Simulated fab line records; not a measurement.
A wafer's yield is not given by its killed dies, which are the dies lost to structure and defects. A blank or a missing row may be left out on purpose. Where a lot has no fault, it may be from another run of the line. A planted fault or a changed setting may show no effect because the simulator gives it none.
Matching of chambers    flow nandHarc    NHARC_A_STAIRCASE_TRIM_229 on rieDiel-02: 4 sister chambers
The step chemistry O2, time 211.2 s. 8 wafers are shown with their chamber, then 8 later ones without.

## EACH WAFER AND ITS CHAMBER
wafer   chamber  drypumpMotorCurrentA (A)  showerheadPlenumPTorr (Torr)
L076.6  0        5.2                       3.56
L082.1  1        6.2                       3.77
L082.4  2        5.0                       3.51
L082.5  0        5.2                       3.55
L086.1  1        6.2                       3.76
L086.2  3        5.2                       3.43
L086.5  3        5.2                       3.43
L085.1  2        4.9                       3.50

## WAFERS MISSING THEIR CHAMBER
wafer   drypumpMotorCurrentA (A)  showerheadPlenumPTorr (Torr)
L085.2  5.2                       3.43
L085.4  5.2                       3.55
L092.1  5.0                       3.49
L092.4  5.2                       3.42
L092.5  6.2                       3.75
L094.2  5.2                       3.41
L094.3  6.2                       3.75
L094.5  6.2                       3.75

## WHICH CHAMBER EACH ONE RAN IN
wafer   from the rows above  in truth
L085.2  3                    3
L085.4  0                    0
L092.1  2                    2
L092.4  3                    3
L092.5  1                    1
L094.2  3                    3
L094.3  1                    1
L094.5  1                    1
Correctly placed: 8 of 8. Not placeable from these rows: 0. Placed wrongly: 0.
How it was worked out, from the rows above alone: a wafer's distance from a chamber is the root of the sum, over the readings, of the square of ((its reading less the chamber's mean) divided by the reading's scatter). If the next closest chamber is less than 2 further off than the closest, the wafer can't be placed; otherwise it belongs to the closest. The mean given for a chamber averages the wafers shown for that chamber. The scatter is the square root of a quotient: the sum, over the shown wafers, of each reading's squared deviation from its chamber's mean, divided by wafers minus chambers.
